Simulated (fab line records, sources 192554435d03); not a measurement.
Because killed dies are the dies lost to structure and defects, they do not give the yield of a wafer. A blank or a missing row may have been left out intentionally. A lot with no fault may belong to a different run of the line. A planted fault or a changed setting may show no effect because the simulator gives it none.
Chamber matching || flow n5 finfet || 3 sister chambers for N5_BEOL_M3_PECVD_72 on pecvd-02
The step deposits SiO2 from TEOS/O2, target thk 16 nm, time 18 s. 18 wafers are shown with their chamber, then 9 later ones without.

## WAFERS WITH THEIR CHAMBER
{"wafer": "L074.1", "chamber": 0, "throttle valve pct (%)": 22.3, "heater power w (W)": 615, "heater power outer w (W)": 366}
{"wafer": "L074.2", "chamber": 2, "throttle valve pct (%)": 19.8, "heater power w (W)": 910, "heater power outer w (W)": 568}
{"wafer": "L074.5", "chamber": 2, "throttle valve pct (%)": 19.6, "heater power w (W)": 939, "heater power outer w (W)": 554}
{"wafer": "L075.1", "chamber": 1, "throttle valve pct (%)": 22.9, "heater power w (W)": 673, "heater power outer w (W)": 409}
{"wafer": "L075.2", "chamber": 2, "throttle valve pct (%)": 19.6, "heater power w (W)": 944, "heater power outer w (W)": 576}
{"wafer": "L075.3", "chamber": 0, "throttle valve pct (%)": 22.2, "heater power w (W)": 494, "heater power outer w (W)": 291}
{"wafer": "L079.1", "chamber": 0, "throttle valve pct (%)": 22.3, "heater power w (W)": 575, "heater power outer w (W)": 354}
{"wafer": "L079.4", "chamber": 0, "throttle valve pct (%)": 22.5, "heater power w (W)": 588, "heater power outer w (W)": 351}
{"wafer": "L079.6", "chamber": 2, "throttle valve pct (%)": 20.0, "heater power w (W)": 874, "heater power outer w (W)": 524}
{"wafer": "L080.4", "chamber": 2, "throttle valve pct (%)": 19.5, "heater power w (W)": 892, "heater power outer w (W)": 550}
{"wafer": "L080.5", "chamber": 1, "throttle valve pct (%)": 22.8, "heater power w (W)": 672, "heater power outer w (W)": 396}
{"wafer": "L080.6", "chamber": 0, "throttle valve pct (%)": 22.3, "heater power w (W)": 601, "heater power outer w (W)": 357}
{"wafer": "L081.3", "chamber": 2, "throttle valve pct (%)": 19.6, "heater power w (W)": 861, "heater power outer w (W)": 498}
{"wafer": "L081.4", "chamber": 0, "throttle valve pct (%)": 22.4, "heater power w (W)": 546, "heater power outer w (W)": 325}
{"wafer": "L081.5", "chamber": 1, "throttle valve pct (%)": 23.2, "heater power w (W)": 690, "heater power outer w (W)": 421}
{"wafer": "L085.1", "chamber": 2, "throttle valve pct (%)": 19.7, "heater power w (W)": 878, "heater power outer w (W)": 542}
{"wafer": "L085.5", "chamber": 1, "throttle valve pct (%)": 22.9, "heater power w (W)": 618, "heater power outer w (W)": 362}
{"wafer": "L085.6", "chamber": 2, "throttle valve pct (%)": 20.0, "heater power w (W)": 877, "heater power outer w (W)": 548}

SIGNATURES (averages over the wafers above)
{"reading": "throttle valve pct", "chamber 0": 22.333, "chamber 1": 22.950, "chamber 2": 19.725, "scatter within a chamber": 0.163}
{"reading": "heater power w", "chamber 0": 569.83, "chamber 1": 663.25, "chamber 2": 896.88, "scatter within a chamber": 35.9}
{"reading": "heater power outer w", "chamber 0": 340.67, "chamber 1": 397.00, "chamber 2": 545.00, "scatter within a chamber": 26}
Rule: a wafer lies at a distance from a chamber equal to the root of the sum of squares, over the readings, of (its reading less the chamber's mean, divided by the reading's scatter). The wafer belongs to the nearest chamber; if the next one is less than 2 further off, it can't be placed. The scatter is the square root of a quotient: the sum, over the shown wafers, of each reading's squared deviation from its chamber's mean, divided by wafers minus chambers.

## WAFERS WITHOUT THEIR CHAMBER
{"wafer": "L088.1", "throttle valve pct (%)": 20.1, "heater power w (W)": 858, "heater power outer w (W)": 529}
{"wafer": "L088.4", "throttle valve pct (%)": 22.9, "heater power w (W)": 657, "heater power outer w (W)": 405}
{"wafer": "L088.5", "throttle valve pct (%)": 22.2, "heater power w (W)": 606, "heater power outer w (W)": 372}
{"wafer": "L090.3", "throttle valve pct (%)": 20.0, "heater power w (W)": 917, "heater power outer w (W)": 545}
{"wafer": "L090.5", "throttle valve pct (%)": 22.3, "heater power w (W)": 592, "heater power outer w (W)": 366}
{"wafer": "L090.6", "throttle valve pct (%)": 19.8, "heater power w (W)": 896, "heater power outer w (W)": 560}
{"wafer": "L092.2", "throttle valve pct (%)": 20.1, "heater power w (W)": 905, "heater power outer w (W)": 551}
{"wafer": "L092.4", "throttle valve pct (%)": 22.3, "heater power w (W)": 577, "heater power outer w (W)": 350}
{"wafer": "L092.6", "throttle valve pct (%)": 19.6, "heater power w (W)": 926, "heater power outer w (W)": 547}

## WHICH CHAMBER EACH ONE RAN IN
{"wafer": "L088.1", "from the rows above": 2, "in truth": 2}
{"wafer": "L088.4", "from the rows above": 1, "in truth": 1}
{"wafer": "L088.5", "from the rows above": 0, "in truth": 0}
{"wafer": "L090.3", "from the rows above": 2, "in truth": 2}
{"wafer": "L090.5", "from the rows above": 0, "in truth": 0}
{"wafer": "L090.6", "from the rows above": 2, "in truth": 2}
{"wafer": "L092.2", "from the rows above": 2, "in truth": 2}
{"wafer": "L092.4", "from the rows above": 0, "in truth": 0}
{"wafer": "L092.6", "from the rows above": 2, "in truth": 2}
Placed correctly: 9 of 9. Not placeable from these rows: 0. Placed wrongly: 0.
